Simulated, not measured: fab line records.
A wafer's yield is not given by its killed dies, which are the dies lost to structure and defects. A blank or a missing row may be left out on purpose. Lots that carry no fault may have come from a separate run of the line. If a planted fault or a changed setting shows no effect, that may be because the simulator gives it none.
Chamber matching :: flow n5_finfet :: N5_BEOL_M10_DESCUM_33 on rie_diel-02: 4 sister chambers
The step chemistry O2, time 7.9 s. 4 wafers are shown with their chamber, then 12 later ones without.

## WAFERS WITH THEIR CHAMBER
wafer: L089.3
chamber: 2
drypump_motor_current_A (A): 5.2

wafer: L094.1
chamber: 1
drypump_motor_current_A (A): 5.5

wafer: L094.2
chamber: 3
drypump_motor_current_A (A): 5.7

wafer: L094.3
chamber: 0
drypump_motor_current_A (A): 6.3

## WAFERS WHOSE CHAMBER IS MISSING
wafer: L094.4
drypump_motor_current_A (A): 5.2

wafer: L094.5
drypump_motor_current_A (A): 5.2

wafer: L094.6
drypump_motor_current_A (A): 5.4

wafer: L092.3
drypump_motor_current_A (A): 5.2

wafer: L092.4
drypump_motor_current_A (A): 5.5

wafer: L092.5
drypump_motor_current_A (A): 5.5

wafer: L095.1
drypump_motor_current_A (A): 5.2

wafer: L095.5
drypump_motor_current_A (A): 5.7

wafer: L095.6
drypump_motor_current_A (A): 5.2

wafer: L096.3
drypump_motor_current_A (A): 5.5

wafer: L096.5
drypump_motor_current_A (A): 5.7

wafer: L096.6
drypump_motor_current_A (A): 5.2

## CHAMBER TAKEN BY EACH
wafer: L094.4
from the rows above: 2
in truth: 2

wafer: L094.5
from the rows above: 2
in truth: 2

wafer: L094.6
from the rows above: 1
in truth: 1

wafer: L092.3
from the rows above: 2
in truth: 2

wafer: L092.4
from the rows above: 1
in truth: 1

wafer: L092.5
from the rows above: 1
in truth: 1

wafer: L095.1
from the rows above: 2
in truth: 2

wafer: L095.5
from the rows above: 3
in truth: 3

wafer: L095.6
from the rows above: 2
in truth: 2

wafer: L096.3
from the rows above: 1
in truth: 1

wafer: L096.5
from the rows above: 3
in truth: 3

wafer: L096.6
from the rows above: 2
in truth: 2
Correct placement for 12 of the 12. Left unplaced by these rows: 0. 0 placed wrongly.
How it was worked out, from the rows above alone: a wafer's distance from a chamber is the root of the sum, over the readings, of the square of ((its reading less the chamber's mean) divided by the reading's scatter). The wafer belongs to the nearest chamber; if the next one is less than 2 further off, it can't be placed. The mean given for a chamber averages the wafers shown for that chamber. The scatter: root of mean squared gap, hidden wafer to nearest shown wafer, with one shown wafer a chamber.
